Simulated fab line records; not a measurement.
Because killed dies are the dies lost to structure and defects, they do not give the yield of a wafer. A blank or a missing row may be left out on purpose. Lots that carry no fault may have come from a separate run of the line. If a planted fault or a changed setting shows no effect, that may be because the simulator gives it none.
Struck lot and sound lot, side by side :: flow nandHarc :: 15 steps out of a route of 1302
Sound: these wafers, L849.2, L849.3, L849.4. Struck: wafers L863.2, L863.4, L863.5. Last of all comes the cause.
Per side, at each step with rows, come the tool, then ch with its chambers, and then its first start. Under that, the readings that differ: sound wafers :: struck wafers :: difference of the means :: sigmas: that difference in standard deviations of wafers without a fault.
alike: same words and numbers on both sides, and readings whose means sit less than 2 such deviations apart. not compared: any withheld reading, any reading some wafer has no value for, any bound like >300 that may hide the same value, and any number with overlapping values for which the record gives no deviation.
Wherever a step has rows on one side only, a row that says differs or no value, or a row with sigmas, the two part there. Numbers that don't overlap but have no deviation are shown without sigmas and don't part them. A reading that every wafer of one side lacks parts them only if that side has two wafers or more.

first, 4 steps without rows for these wafers: NHARC_A_ZERO_WELL_STRIP_14 (strips in SPM, time 900 s); NHARC_A_ZERO_WELL_IMPLANT_15; NHARC_A_ZERO_WELL_PRECLEAN_22 (cleans in SC1, time 60 s); NHARC_A_ZERO_WELL_SRD_23.
NHARC_A_ZERO_WELL_RTA_16: time 10 s.
  sound on rtpAnneal-02 ch 0, day 6 19:35; struck on rtpAnneal-02 ch 0, day 12 22:41
  alike: annealTempCMax, lampPowerPct, lamp_zone_2_pct, wafer_temp_C_max
NHARC_A_ZERO_WELL_INSPECT_17:
  sound on defectInspect-02 at day 6 19:45; struck on defectInspect-02 at day 12 22:52
  alike: rawDefectCount
then, 3 steps without rows for these wafers: NHARC_A_SOURCE_PLATE_PRECLEAN_00 (cleans in HF-LAST, time 60 s); NHARC_A_SOURCE_PLATE_SRD_01; NHARC_A_SOURCE_PLATE_OXIDE_02 (material SiO2, target thk 10 nm, ox time 1362 s).
NHARC_A_SOURCE_PLATE_THK_MEAS_09: measures by ellipsometry.
  sound on filmMetro-01 at day 7 03:56; struck on filmMetro-01 at day 13 06:08
  alike: thkNm
then, 1 step without rows for these wafers: NHARC_A_SOURCE_PLATE_PVD_04 (deposits WSi2, target thk 50 nm).
NHARC_A_SOURCE_PLATE_CVD_03: deposits poly-Si, target thk 200 nm, time 4000 s.
  sound on lpcvdPoly-02 ch 0, day 7 06:25; struck on lpcvdPoly-01 ch 0, day 13 08:43
reading: spikeTcBottomC (C)
sound: 639.3 637.8 637.2
struck: 630.6 629.7 628.6
difference: -8.5
sigmas: -4

reading: spikeTcCentreC (C)
sound: 621.1 621.3 622.1
struck: 606.4 606.4 604.4
difference: -15.8
sigmas: -11

reading: spikeTcLowerC (C)
sound: 622.5 622.4 622.1
struck: 606.4 607.3 605.6
difference: -15.9
sigmas: -10

reading: spikeTcTopC (C)
sound: 633.2 633.2 635.7
struck: 620.9 620.5 621.9
difference: -12.9
sigmas: -6

reading: spikeTcUpperC (C)
sound: 621.4 619.8 620.2
struck: 605.5 604.9 604.9
difference: -15.4
sigmas: -13

reading: tubeCenterTempC (C)
sound: 620.02 619.97 620.02
struck: 606.48 606.44 606.55
difference: -13.51
sigmas: -99 or more
then, 1 step without rows for these wafers: NHARC_A_SOURCE_PLATE_ANNEAL_05 (time 1800 s).
NHARC_A_SOURCE_PLATE_THK_MEAS_06: measures by ellipsometry.
  sound on filmMetro-01 at day 7 16:21; struck on filmMetro-02 at day 13 21:02
reading: thkNm (nm)
sound: 202.0 204.4 202.8
struck: 145.0 144.5 142.3
difference: -59.1
sigmas: -27
-- the record jumps here: 16 days lie between the struck wafers' starts before and after (it left off in module A_SOURCE_PLATE and takes up again in module END, whose first step shown is number 1302 of the route) --
NHARC_END_SORT_01:
  sound on prober-01 ch 0, day 24 19:59; struck on prober-02 ch 0, day 30 08:16
reading: killedAtPeriphery
sound: 3 3 2
struck: 8
difference: +5
sigmas: +2
  alike: killedAtArray, killedAtOther, killedDies, killedOpen, killedShort

== WHERE THEY PART ==
First at NHARC_A_SOURCE_PLATE_CVD_03; last, within this record, at NHARC_END_SORT_01.

WHY: the cause the simulator had injected
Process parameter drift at NHARC_A_SOURCE_PLATE_CVD_03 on lpcvdPoly-01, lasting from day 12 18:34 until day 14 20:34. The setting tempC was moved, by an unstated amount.
